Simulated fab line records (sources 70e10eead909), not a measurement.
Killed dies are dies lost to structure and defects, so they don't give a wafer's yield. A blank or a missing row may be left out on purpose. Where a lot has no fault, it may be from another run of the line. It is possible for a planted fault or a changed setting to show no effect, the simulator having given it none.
A struck lot beside a sound one + flow nand harc + 14 out of 1302 route steps
Sound: wafers L348.2, L348.5, L348.6. Struck: wafer L345.3; the same lot's L345.6 was not struck, so it is left out; see the end for the cause.
At each step with rows: each side's tool, then ch and its chambers, then its first start. Under that, the readings that differ: sound wafers + struck wafers + difference of the means + sigmas: that difference in standard deviations of wafers without a fault.
alike: readings whose means differ by less than 2 such deviations, and words and numbers that are the same on both sides. not compared: withheld readings, readings that some wafer has no value for, bounds like >300 that may hide the same value, and numbers for which the record gives no deviation and whose values overlap.
A row with sigmas, a row that says differs or no value, or rows on one side alone: a step with any of these is where the two part. When numbers do not overlap yet have no deviation, they are printed without sigmas and do not part them. A reading that every wafer of one side lacks parts them only if that side has two wafers or more.

first, 1 step without rows for these wafers: NHARC_A_ONON_D1_DEP_09 (target thk 1000 nm).
NHARC_A_ONON_D1_THK_MEAS_11: measures by ellipsometry.
  sound on film metro-01 at day 13 18:01; struck on film metro-01 at day 11 23:59
| reading     | sound       | struck | difference | sigmas |
|-------------|-------------|--------|------------|--------|
| thk nm (nm) | 989 988 989 | 1018   | +29        | +3     |
next comes 1 step that has no rows for these wafers: NHARC_A_ONON_D1_DEP_12 (target thickness 1000 nm).
NHARC_A_ONON_D1_THK_MEAS_14: measures by ellipsometry.
  sound on film metro-02 at day 13 18:35; struck on film metro-01 at day 12 00:33
  alike: thk nm
then, 2 steps without rows for these wafers: NHARC_A_ONON_D1_ANNEAL_15 (time 3600 s); NHARC_A_ONON_D1_DEP_16 (target thk 1000 nm).
NHARC_A_ONON_D1_THK_MEAS_18: measures by ellipsometry.
  sound on film metro-02 at day 14 09:40; struck on film metro-02 at day 12 08:19
  alike: thk nm
next comes 1 step that has no rows for these wafers: NHARC_A_ONON_D1_DEP_19 (target thickness 1000 nm).
NHARC_A_ONON_D1_THK_MEAS_21: measures by ellipsometry.
  sound on film metro-01 at day 14 10:14; struck on film metro-01 at day 12 09:01
  alike: thk nm
next comes 1 step that has no rows for these wafers: NHARC_A_ONON_D1_DEP_22 (target thickness 1000 nm).
NHARC_A_ONON_D1_THK_MEAS_24: measures by ellipsometry.
  sound on film metro-02 at day 14 10:48; struck on film metro-02 at day 12 09:35
  alike: thk nm
NHARC_A_ONON_D1_DEP_25: target thk 1000 nm.
  sound on pecvd onon-02 ch 0, day 14 10:55; struck on pecvd onon-04 ch 0, day 12 09:45
| reading              | sound             | struck | difference | sigmas |
|----------------------|-------------------|--------|------------|--------|
| nh3 flow sccm (sccm) | 502.7 503.1 500.6 | 499.1  | -3.0       | -2     |
NHARC_A_ONON_D1_THK_MEAS_27: measures by ellipsometry.
  sound on film metro-02 at day 14 11:22; struck on film metro-01 at day 12 10:09
| reading     | sound       | struck | difference | sigmas |
|-------------|-------------|--------|------------|--------|
| thk nm (nm) | 996 996 996 | 881    | -115       | -13    |
next comes 1 step that has no rows for these wafers: NHARC_A_ONON_D1_DEP_28 (target thickness 1000 nm).

## WHERE THEY PART
Earliest at NHARC_A_ONON_D1_THK_MEAS_11; latest, in this record, at NHARC_A_ONON_D1_THK_MEAS_27.

WHY: what had been put in by the simulator
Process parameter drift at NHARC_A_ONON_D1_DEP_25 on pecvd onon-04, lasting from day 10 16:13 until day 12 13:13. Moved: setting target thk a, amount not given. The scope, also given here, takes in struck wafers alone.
